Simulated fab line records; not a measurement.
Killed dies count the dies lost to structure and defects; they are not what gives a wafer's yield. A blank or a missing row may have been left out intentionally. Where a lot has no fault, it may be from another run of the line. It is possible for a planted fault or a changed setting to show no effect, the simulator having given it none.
Split-lot trial :: flow n5Finfet :: 7 lots, 21 wafers read, on a route of 1938 steps

## ON THE SPLIT
At N5_SD_EPI_N_EPI_21 (deposits Si:P, time 690 s), the setting timeS was moved away from the recipe's 690 s on 6 of the 21 wafers read, by -16.5% to +10.7%. For the rest of the wafers, this setting stayed at what the recipe calls for.

The reading comes from the split's own step.

## THE READING
Si-P_of_SD_EPI_N_EPI_21.thkNm (the simulator's own value, which no gauge read), in nm, at N5_SD_EPI_N_EPI_21 (deposits Si:P, time 690 s). No usual value for it is given in the file. Across the 15 wafers here that went through the recipe, the average is 58.9 nm and the standard deviation 0.6 nm.

wafer: L074.2
tool, chamber at the split: epiRpcvd-02, 0
timeS as run, s: 690
against the recipe: recipe
Si-P_of_SD_EPI_N_EPI_21.thkNm, nm: 59.2
against lot-mates on the recipe: -

wafer: L074.4
tool, chamber at the split: epiRpcvd-02, 0
timeS as run, s: 690
against the recipe: recipe
Si-P_of_SD_EPI_N_EPI_21.thkNm, nm: 59
against lot-mates on the recipe: -

wafer: L074.6
tool, chamber at the split: epiRpcvd-02, 0
timeS as run, s: 690
against the recipe: recipe
Si-P_of_SD_EPI_N_EPI_21.thkNm, nm: 58.4
against lot-mates on the recipe: -

wafer: L078.1
tool, chamber at the split: epiRpcvd-01, 0
timeS as run, s: 690
against the recipe: recipe
Si-P_of_SD_EPI_N_EPI_21.thkNm, nm: 58
against lot-mates on the recipe: -

wafer: L078.2
tool, chamber at the split: epiRpcvd-01, 0
timeS as run, s: 690
against the recipe: recipe
Si-P_of_SD_EPI_N_EPI_21.thkNm, nm: 58.6
against lot-mates on the recipe: -

wafer: L078.3
tool, chamber at the split: epiRpcvd-01, 0
timeS as run, s: 690
against the recipe: recipe
Si-P_of_SD_EPI_N_EPI_21.thkNm, nm: 58.6
against lot-mates on the recipe: -

wafer: L080.2
tool, chamber at the split: epiRpcvd-02, 0
timeS as run, s: 764.1
against the recipe: +10.7%
Si-P_of_SD_EPI_N_EPI_21.thkNm, nm: 62.4
against lot-mates on the recipe: +3.6

wafer: L080.6
tool, chamber at the split: epiRpcvd-02, 0
timeS as run, s: 764.1
against the recipe: +10.7%
Si-P_of_SD_EPI_N_EPI_21.thkNm, nm: 62.4
against lot-mates on the recipe: +3.6

wafer: L080.3
tool, chamber at the split: epiRpcvd-02, 0
timeS as run, s: 690
against the recipe: recipe
Si-P_of_SD_EPI_N_EPI_21.thkNm, nm: 58.8
against lot-mates on the recipe: -

wafer: L089.1
tool, chamber at the split: epiRpcvd-02, 0
timeS as run, s: 690
against the recipe: recipe
Si-P_of_SD_EPI_N_EPI_21.thkNm, nm: 58.8
against lot-mates on the recipe: -

wafer: L089.4
tool, chamber at the split: epiRpcvd-02, 0
timeS as run, s: 690
against the recipe: recipe
Si-P_of_SD_EPI_N_EPI_21.thkNm, nm: 58.6
against lot-mates on the recipe: -

wafer: L089.6
tool, chamber at the split: epiRpcvd-02, 0
timeS as run, s: 690
against the recipe: recipe
Si-P_of_SD_EPI_N_EPI_21.thkNm, nm: 59.2
against lot-mates on the recipe: -

wafer: L093.3
tool, chamber at the split: epiRpcvd-02, 0
timeS as run, s: 736.3
against the recipe: +6.7%
Si-P_of_SD_EPI_N_EPI_21.thkNm, nm: 62.2
against lot-mates on the recipe: no lot-mate on the recipe

wafer: L093.4
tool, chamber at the split: epiRpcvd-02, 0
timeS as run, s: 736.3
against the recipe: +6.7%
Si-P_of_SD_EPI_N_EPI_21.thkNm, nm: 62.6
against lot-mates on the recipe: no lot-mate on the recipe

wafer: L093.6
tool, chamber at the split: epiRpcvd-02, 0
timeS as run, s: 736.3
against the recipe: +6.7%
Si-P_of_SD_EPI_N_EPI_21.thkNm, nm: 62.8
against lot-mates on the recipe: no lot-mate on the recipe

wafer: L094.1
tool, chamber at the split: epiRpcvd-02, 0
timeS as run, s: 690
against the recipe: recipe
Si-P_of_SD_EPI_N_EPI_21.thkNm, nm: 60
against lot-mates on the recipe: -

wafer: L094.3
tool, chamber at the split: epiRpcvd-02, 0
timeS as run, s: 690
against the recipe: recipe
Si-P_of_SD_EPI_N_EPI_21.thkNm, nm: 60
against lot-mates on the recipe: -

wafer: L094.4
tool, chamber at the split: epiRpcvd-02, 0
timeS as run, s: 576.1
against the recipe: -16.5%
Si-P_of_SD_EPI_N_EPI_21.thkNm, nm: 53.6
against lot-mates on the recipe: -6.4

wafer: L095.1
tool, chamber at the split: epiRpcvd-03, 0
timeS as run, s: 690
against the recipe: recipe
Si-P_of_SD_EPI_N_EPI_21.thkNm, nm: 59
against lot-mates on the recipe: -

wafer: L095.4
tool, chamber at the split: epiRpcvd-03, 0
timeS as run, s: 690
against the recipe: recipe
Si-P_of_SD_EPI_N_EPI_21.thkNm, nm: 57.8
against lot-mates on the recipe: -

wafer: L095.5
tool, chamber at the split: epiRpcvd-03, 0
timeS as run, s: 690
against the recipe: recipe
Si-P_of_SD_EPI_N_EPI_21.thkNm, nm: 59.4
against lot-mates on the recipe: -

THE FIT
A straight line over all 21 wafers: Si-P_of_SD_EPI_N_EPI_21.thkNm changes by +0.363 nm for each +1% of timeS; r = +0.94; the points scatter about the line by 0.73 nm.
The same after taking each lot's own level away (the mean of its wafers on the recipe; 18 wafers): +0.364 nm for each +1%; r = +0.98; scatter 0.39 nm.
Per that fit: largest timeS move, reading shift of 6 nm.
From 58.40 to 60.00 nm: that is the span of the lots' own levels, equal to 2.7 times the standard deviation above.
Hence the lot-to-lot level has little effect on the slope; both slopes agree.
Check: -5.53 nm against its lot-mates is what the line predicts for one of the wafers moved furthest among these (-16.5%) when that wafer is left out of the fit. It came out at -6.4 nm against them.

## THESE WAFERS: OTHER SPLITS
Before the reading, these wafers also passed through other splits. Each is held against what the fit with the lots' levels taken away leaves over:
other split on the same wafers: N5_FIN_SAQP_PECVD_06 timeS
wafers away from the commonest value: 7
r with Si-P_of_SD_EPI_N_EPI_21.thkNm (lot level and that fit taken away): -0.17

other split on the same wafers: N5_FIN_SAQP_DEVELOP_15 developTimeS
wafers away from the commonest value: 9
r with Si-P_of_SD_EPI_N_EPI_21.thkNm (lot level and that fit taken away): +0.05

other split on the same wafers: N5_FIN_SAQP_SPACER1_ALD_24 aldCycles
wafers away from the commonest value: 7
r with Si-P_of_SD_EPI_N_EPI_21.thkNm (lot level and that fit taken away): -0.21

other split on the same wafers: N5_FIN_SAQP_ETCH_65 timeS
wafers away from the commonest value: 5
r with Si-P_of_SD_EPI_N_EPI_21.thkNm (lot level and that fit taken away): -0.13

other split on the same wafers: N5_DUMMY_GATE_PECVD_30 timeS
wafers away from the commonest value: 4
r with Si-P_of_SD_EPI_N_EPI_21.thkNm (lot level and that fit taken away): -0.04

## THE WHOLE CHAIN: every reading that the file lists as answering this split, in the file's order
step: N5_SD_EPI_N_EPI_21
what it does: deposits Si:P, time 690 s
reading: Si-P_of_SD_EPI_N_EPI_21.thkNm (the simulator's own value, which no gauge read)
change (the file's fit): +0.372 nm for each +1% of the setting
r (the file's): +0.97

step: N5_SD_EPI_N_EPI_MEAS_23
what it does: 
reading: thkNm
change (the file's fit): withheld for each +1% of the setting
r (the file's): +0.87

## THE FILE'S OWN FIT
Si-P_of_SD_EPI_N_EPI_21.thkNm changes by +0.372 nm for each +1% of timeS, r = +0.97.
